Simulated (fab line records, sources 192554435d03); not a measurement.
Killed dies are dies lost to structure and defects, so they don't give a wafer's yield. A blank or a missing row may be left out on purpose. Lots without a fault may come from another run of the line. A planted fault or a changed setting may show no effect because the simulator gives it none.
Split-lot experiment | flow n5_finfet | 7 lots, 21 wafers read, on a route of 1938 steps

THE SPLIT
At N5_BEOL_M14_DEP_53 (deposits SiCN from 3MS/NH3, target thk 50 nm, time 17.8 s), the setting time_s was moved away from the recipe's 17.8 s on 7 of the 21 wafers read, by -13.3% to +9.3%. The other wafers ran this setting at the recipe's value.

The reading is taken at the split's own step.

THE READING
SiCN_of_BEOL_M14_DEP_53.thk_nm (the simulator's own value, which no gauge read), in nm, at N5_BEOL_M14_DEP_53 (deposits SiCN from 3MS/NH3, target thk 50 nm, time 17.8 s). The file gives no usual value for it. The 14 wafers here that ran the recipe average 50.3 nm, standard deviation 0.54 nm.

wafer  | tool, chamber at the split | time_s as run, s | against the recipe | SiCN_of_BEOL_M14_DEP_53.thk_nm, nm | against lot-mates on the recipe
L075.4 | pecvd-04, 2                | 19.45            | +9.3%              | 55.2                               | +5.4
L075.5 | pecvd-04, 1                | 17.8             | recipe             | 49.8                               | -
L075.6 | pecvd-04, 0                | 19.45            | +9.3%              | 55.4                               | +5.6
L080.2 | pecvd-04, 2                | 17.8             | recipe             | 49.2                               | -
L080.4 | pecvd-04, 1                | 17.8             | recipe             | 50.8                               | -
L080.6 | pecvd-04, 1                | 17.8             | recipe             | 50.6                               | -
L087.1 | pecvd-04, 2                | 16.52            | -7.2%              | 46                                 | -3.8
L087.2 | pecvd-04, 0                | 17.8             | recipe             | 49.8                               | -
L087.5 | pecvd-04, 2                | 16.52            | -7.2%              | 47                                 | -2.8
L092.2 | pecvd-04, 0                | 19.31            | +8.5%              | 54                                 | +3.4
L092.3 | pecvd-04, 1                | 17.8             | recipe             | 50.6                               | -
L092.4 | pecvd-04, 0                | 19.31            | +8.5%              | 55.4                               | +4.8
L091.1 | pecvd-01, 1                | 15.43            | -13.3%             | 43.2                               | -6.8
L091.3 | pecvd-01, 0                | 17.8             | recipe             | 49.8                               | -
L091.5 | pecvd-01, 0                | 17.8             | recipe             | 50.2                               | -
L096.1 | pecvd-04, 0                | 17.8             | recipe             | 50.6                               | -
L096.2 | pecvd-04, 1                | 17.8             | recipe             | 50.4                               | -
L096.5 | pecvd-04, 0                | 17.8             | recipe             | 51.2                               | -
L095.1 | pecvd-01, 0                | 17.8             | recipe             | 50.2                               | -
L095.4 | pecvd-01, 2                | 17.8             | recipe             | 50.4                               | -
L095.6 | pecvd-01, 1                | 17.8             | recipe             | 51.2                               | -

THE FIT
A straight line over all 21 wafers: SiCN_of_BEOL_M14_DEP_53.thk_nm changes by +0.53 nm for each +1% of time_s; r = +0.98; the points scatter about the line by 0.55 nm.
The same after taking each lot's own level away (the mean of its wafers on the recipe; 21 wafers): +0.518 nm for each +1%; r = +0.98; scatter 0.53 nm.
On that fit, the largest move of time_s shifts the reading by 6.9 nm.
The lots' own levels span 49.80 to 50.73 nm, that is 1.7 times the standard deviation above.
So the lot-to-lot level changes the slope little: the two slopes agree.
Check: with one of the wafers moved furthest among these (-13.3%) left out of the fit, the line predicts -6.82 nm for it against its lot-mates. It came out at -6.8 nm against them.

OTHER SPLITS ON THESE WAFERS
These wafers also went through other splits before the reading. Each is held against what the fit with the lots' levels taken away leaves over:
other split on the same wafers | wafers away from the commonest value | r with SiCN_of_BEOL_M14_DEP_53.thk_nm (lot level and that fit taken away)
N5_BEOL_M14_PEB_26 peb_temp_c  | 7                                    | +0.05

THE FILE'S OWN FIT
SiCN_of_BEOL_M14_DEP_53.thk_nm changes by +0.517 nm for each +1% of time_s, r = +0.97.
